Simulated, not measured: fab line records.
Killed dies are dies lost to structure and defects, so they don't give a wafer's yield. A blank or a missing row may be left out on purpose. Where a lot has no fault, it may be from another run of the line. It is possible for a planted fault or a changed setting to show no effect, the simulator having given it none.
The same fault as seen by 3 desks / flow n5_finfet / only its own numbers are on each desk; what lay behind them is given at the end

THE DEFECT DESK
Per lot, the means of the sampled wafers with a number show what the inspections along the route counted. Marked OUT: a lot whose mean sits more than 4 standard deviations from the usual mean, which makes it out of limits; the brackets give that distance.
Columns: A = raw_defect_count at N5_BEOL_M3_INSPECT_59, usual 68; B = raw_defect_count at N5_BEOL_M4_INSPECT_13, usual 433
lot=L594; first seen here=day 7 17:52; A=35; B=238
lot=L595; first seen here=day 8 03:31; A=48; B=345
lot=L599; first seen here=day 9 17:02; A=53; B=452
lot=L601; first seen here=day 9 20:23; A=72; B=597
lot=L609; first seen here=day 11 20:18; A=98; B=524
lot=L614; first seen here=day 13 12:25; A=73; B=343
This desk's verdict: no lot among the 6 shows anything out of limits.

AT THE TOOL OWNER'S DESK: litho_track-05
The tool's own readings at N5_BEOL_M4_COAT_73 (time 60 s, resist thk 5 nm): means of the sampled wafers that have a number, for each lot that ran on this tool. Marked OUT: a lot whose mean sits more than 4 standard deviations from the usual mean, which makes it out of limits; the brackets give that distance.
Columns: A = dispense_pressure_kPa at N5_BEOL_M4_COAT_73, usual 46 kPa; B = exhaust_pa at N5_BEOL_M4_COAT_73, usual 44.9 Pa; C = spin_speed_rpm at N5_BEOL_M4_COAT_73, usual 1500.0 rpm
lot=L595; first seen here=day 8 04:12; A=41; B=43.9; C=1500.6
lot=L599; first seen here=day 9 19:12; A=41; B=46.3; C=1456.9 (-39) OUT
lot=L601; first seen here=day 9 22:26; A=41; B=45.7; C=1457.7 (-38) OUT
This desk finds L599, L601 out of limits, L599 being first, at day 9 19:12 (spin_speed_rpm at N5_BEOL_M4_COAT_73). L595 stayed within limits.

THE METROLOGY DESK
What the gauges read for every lot (on any tool): the sampled wafers with a number, averaged. Marked OUT: a lot whose mean sits more than 4 standard deviations from the usual mean, which makes it out of limits; the brackets give that distance. Of its 14 readings 7 are shown: those that lie furthest out on some lot.
Columns: A = DIBL_N at N5_BEOL_M4_RC_MEAS_101, usual 36.4 mV/V; B = IOFF_N at N5_BEOL_M4_RC_MEAS_101, usual 0.154 nA/um; C = IOFF_P at N5_BEOL_M4_RC_MEAS_101, usual 0.202 nA/um; D = ION_N at N5_BEOL_M4_RC_MEAS_101, usual 671 uA/um; E = ION_P at N5_BEOL_M4_RC_MEAS_101, usual 460 uA/um; F = VT_N at N5_BEOL_M4_RC_MEAS_101, usual 250.9 mV; G = VT_P at N5_BEOL_M4_RC_MEAS_101, usual -251.4 mV
lot=L594; first seen here=day 7 17:50; A=37.0; B=0.165; C=0.201; D=674; E=456; F=251.2; G=-254.0
lot=L595; first seen here=day 8 03:30; A=36.1; B=0.120; C=0.146; D=655; E=444; F=257.2; G=-258.4
lot=L599; first seen here=day 9 17:01; A=35.4; B=0.158; C=0.186; D=666; E=452; F=250.3; G=-255.0
lot=L601; first seen here=day 9 20:21; A=36.4; B=0.158; C=0.201; D=670; E=458; F=249.8; G=-252.1
lot=L609; first seen here=day 11 20:16; A=36.2; B=0.139; C=0.195; D=659; E=453; F=254.5; G=-251.6
lot=L614; first seen here=day 13 12:23; A=34.3; B=0.132; C=0.199; D=673; E=466; F=251.3; G=-248.3
This desk's verdict: no lot among the 6 shows anything out of limits.

PUT TOGETHER
An alarm could have come from the tool owner's desk at day 9 19:12, on L599, L601.
Nothing the defect desk looked at was out of limits.
The metrology desk saw nothing out of limits.
The defect desk has L599, L601 on record, within its limits.
The metrology desk holds a record of L599, L601, inside its limits.
Of the lots named, all ran N5_BEOL_M4_COAT_73 on litho_track-05.

WHAT THE SIMULATOR PUT IN
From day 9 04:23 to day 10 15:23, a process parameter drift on litho_track-05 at N5_BEOL_M4_COAT_73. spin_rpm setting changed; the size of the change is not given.
Lots struck among those shown: L599, L601.
Each desk's first reading out of limits, in hours after the fault started: the tool owner's desk, 15.
